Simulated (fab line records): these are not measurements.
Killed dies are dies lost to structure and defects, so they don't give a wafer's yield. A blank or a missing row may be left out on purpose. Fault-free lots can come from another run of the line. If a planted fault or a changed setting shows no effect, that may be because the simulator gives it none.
Which tool did it? :: flow nand harc :: Sampling: 6 lots, 18 wafers, 3 of 1302 route steps

== WHAT THE GAUGES SHOWED, per wafer ==
NHARC_A_ONON_D1_THK_MEAS_24: measures by ellipsometry.
lot: L733
measured: day 9 02:44
on: film metro-02
thk nm (nm): 1008 1008 1009

lot: L736
measured: day 10 04:44
on: film metro-01
thk nm (nm): 988 985 986

lot: L738
measured: day 11 06:11
on: film metro-02
thk nm (nm): 996 995 995

lot: L741
measured: day 12 10:38
on: film metro-02
thk nm (nm): 986 984 985

lot: L747
measured: day 14 23:17
on: film metro-02
thk nm (nm): 469 1007 472

lot: L753
measured: day 17 05:05
on: film metro-02
thk nm (nm): 1010 1010 1012

== WHAT TOOL EACH LOT RAN ON (gives the tool, then ch and the chambers of the sampled wafers, and finally the start) ==
lot: L733
NHARC_P_BONDPAD_ANNEAL_28: rtp anneal-01 ch 0, day 7 12:34
NHARC_A_ONON_D1_DEP_22: pecvd onon-03 ch 0, day 9 02:17

lot: L736
NHARC_P_BONDPAD_ANNEAL_28: rtp anneal-01 ch 0, day 8 15:30
NHARC_A_ONON_D1_DEP_22: pecvd onon-03 ch 0, day 10 04:20

lot: L738
NHARC_P_BONDPAD_ANNEAL_28: rtp anneal-01 ch 0, day 9 15:16
NHARC_A_ONON_D1_DEP_22: pecvd onon-03 ch 0, day 11 05:40

lot: L741
NHARC_P_BONDPAD_ANNEAL_28: rtp anneal-02 ch 0, day 10 21:08
NHARC_A_ONON_D1_DEP_22: pecvd onon-03 ch 0, day 12 10:11

lot: L747
NHARC_P_BONDPAD_ANNEAL_28: rtp anneal-02 ch 0, day 13 11:16
NHARC_A_ONON_D1_DEP_22: pecvd onon-03 ch 0, day 14 22:46

lot: L753
NHARC_P_BONDPAD_ANNEAL_28: rtp anneal-02 ch 0, day 15 18:09
NHARC_A_ONON_D1_DEP_22: pecvd onon-02 ch 0, day 17 04:35
- NHARC_P_BONDPAD_ANNEAL_28: time 90 s.
- NHARC_A_ONON_D1_DEP_22: target thk 1000 nm.

== THE ANSWER, worked out from the rows above alone ==
Rule: the usual values come from the lots themselves. The widest of any qualifying gaps counts: lots, ordered by their means at a reading, are off when they make up no more than a third of the lots, leave a main group of 4 or more, and stand apart from it by 3 or more times the standard deviation of that group's means. A main group is skipped when, at the precision printed for the reading in the tables above, its means are all equal. A lot without any number at a reading at which 4 lots or more have one is off too. The other lots that the step has rows for count as sound.
Off, at NHARC_A_ONON_D1_THK_MEAS_24 on thk nm: L747. For the main group the mean is 997 nm and the standard deviation 11.
A tool fits if, at a process step before that reading, it ran every lot that is off, and no sound lot after the first of them. Gauges at NHARC_A_ONON_D1_THK_MEAS_24: tried the same way as those tools. One fits: NHARC_A_ONON_D1_DEP_22 on pecvd onon-03. A fault onset in the window from L741 (day 12 10:11, its last sound lot) to L747 (day 14 22:46, its first lot off) fits.

== WHAT THE SIMULATOR PUT IN ==
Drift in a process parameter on pecvd onon-03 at NHARC_A_ONON_D1_DEP_22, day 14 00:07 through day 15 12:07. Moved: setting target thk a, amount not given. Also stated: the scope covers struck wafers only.
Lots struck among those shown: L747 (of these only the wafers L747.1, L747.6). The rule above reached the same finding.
